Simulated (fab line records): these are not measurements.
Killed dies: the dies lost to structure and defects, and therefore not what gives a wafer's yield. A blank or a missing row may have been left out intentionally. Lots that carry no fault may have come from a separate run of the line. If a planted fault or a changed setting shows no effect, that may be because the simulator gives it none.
What tool caused it?	flow n5 finfet	Sampling: 11 lots, 29 wafers, 5 of 1938 route steps

== WHAT THE GAUGES READ, wafer by wafer ==
N5_STI_FIN_REVEAL_INSPECT_13: inspects for defects (darkfield).
lot	measured	on	raw defect count
L777	day 2 13:22	defect inspect-01	22 12
L778	day 2 23:24	defect inspect-02	7 8 19
L781	day 3 14:35	defect inspect-02	21 1411 4
L790	day 5 19:35	defect inspect-02	10 15 23
L792	day 6 06:46	defect inspect-01	9 8 15
L794	day 6 19:39	defect inspect-02	10 12 28
L795	day 7 01:22	defect inspect-02	13 13
L796	day 7 05:42	defect inspect-01	9 6 7
L797	day 7 12:23	defect inspect-01	20 7
L798	day 7 18:18	defect inspect-02	8 5
L800	day 8 07:24	defect inspect-01	5 12 11

== WHAT TOOL EACH LOT RAN ON (gives the tool, then ch and the chambers of the sampled wafers, and finally the start) ==
lot	N5_FIN_CUT_ETCH_21	N5_FIN_CUT_PRECLEAN_35	N5_STI_FIN_REVEAL_RECESS_09	N5_STI_FIN_REVEAL_STRIP_35
L777	rie diel-01 ch 1,3, day 2 03:09	vapor etch-01 ch 0,1, day 2 03:37	vapor etch-01 ch 0,1, day 2 10:03	wet bench-01 ch 0,6, day 2 13:02
L778	rie diel-01 ch 0,1,3, day 2 11:36	vapor etch-02 ch 0, day 2 12:05	vapor etch-02 ch 0, day 2 19:32	wet bench-03 ch 2,4,6, day 2 23:04
L781	rie diel-04 ch 0,1,2, day 3 02:42	vapor etch-01 ch 0,1, day 3 03:10	vapor etch-02 ch 0, day 3 10:09	wet bench-03 ch 0,4,7, day 3 14:14
L790	rie diel-01 ch 1,3, day 5 09:55	vapor etch-02 ch 0,1, day 5 10:23	vapor etch-02 ch 0,1, day 5 16:47	wet bench-06 ch 2,5,7, day 5 19:14
L792	rie diel-05 ch 1,3, day 5 20:18	vapor etch-02 ch 0,1, day 5 20:47	vapor etch-02 ch 0,1, day 6 04:08	wet bench-01 ch 0,6,7, day 6 06:25
L794	rie diel-05 ch 0,1,2, day 6 09:33	vapor etch-01 ch 0,1, day 6 10:01	vapor etch-02 ch 0,1, day 6 16:20	wet bench-01 ch 0,5,6, day 6 19:18
L795	rie diel-04 ch 2,3, day 6 15:14	vapor etch-02 ch 0,1, day 6 15:43	vapor etch-02 ch 0,1, day 6 22:45	wet bench-06 ch 3,4, day 7 01:01
L796	rie diel-01 ch 0,1,2, day 6 20:06	vapor etch-01 ch 0,1, day 6 20:35	vapor etch-01 ch 0,1, day 7 03:26	wet bench-06 ch 0,1,7, day 7 05:22
L797	rie diel-04 ch 0,3, day 7 02:35	vapor etch-02 ch 1, day 7 03:03	vapor etch-02 ch 0, day 7 09:36	wet bench-06 ch 1,7, day 7 12:03
L798	rie diel-01 ch 0,2, day 7 08:52	vapor etch-01 ch 0,1, day 7 09:12	vapor etch-01 ch 0, day 7 16:02	wet bench-01 ch 2,6, day 7 17:58
L800	rie diel-05 ch 0,2,3, day 7 21:47	vapor etch-02 ch 0,1, day 7 22:14	vapor etch-01 ch 0,1, day 8 04:34	wet bench-03 ch 1,2,6, day 8 07:03
- N5_FIN_CUT_ETCH_21: etches SOC in N2/H2, target depth 219 nm, overetch 43.8 nm, time 523.5 s.
- N5_FIN_CUT_PRECLEAN_35: cleans in vHF, time 13.3 s.
- N5_STI_FIN_REVEAL_RECESS_09: chemistry HF/NH3, target SiO2, afs cycles 11, target depth 42.5 nm, sublimation time 60 s.
- N5_STI_FIN_REVEAL_STRIP_35: strips Si3N4 in H3PO4, target depth 4 nm, time 39 s.

== THE ANSWER, worked out from the rows above alone ==
Rule: the lots themselves supply what counts as usual. The widest of any qualifying gaps counts: lots, ordered by their means at a reading, are off when they make up no more than a third of the lots, leave a main group of 4 or more, and stand apart from it by 3 or more times the standard deviation of that group's means. A main group whose means are all the same, to the digits that the tables above print for the reading, isn't used. Also off: a lot with no number at a reading for which 4 or more lots have one. The other lots that the step has rows for count as sound.
Off at N5_STI_FIN_REVEAL_INSPECT_13 (raw defect count): L781. The main group has a mean of 12 with a standard deviation of 3.6.
A tool fits if, at a process step before that reading, it ran every lot that is off, and no sound lot after the first of them. Those tools and the gauges at N5_STI_FIN_REVEAL_INSPECT_13 are tried in the same way. None of those tried fits.

== WHAT THE SIMULATOR PUT IN ==
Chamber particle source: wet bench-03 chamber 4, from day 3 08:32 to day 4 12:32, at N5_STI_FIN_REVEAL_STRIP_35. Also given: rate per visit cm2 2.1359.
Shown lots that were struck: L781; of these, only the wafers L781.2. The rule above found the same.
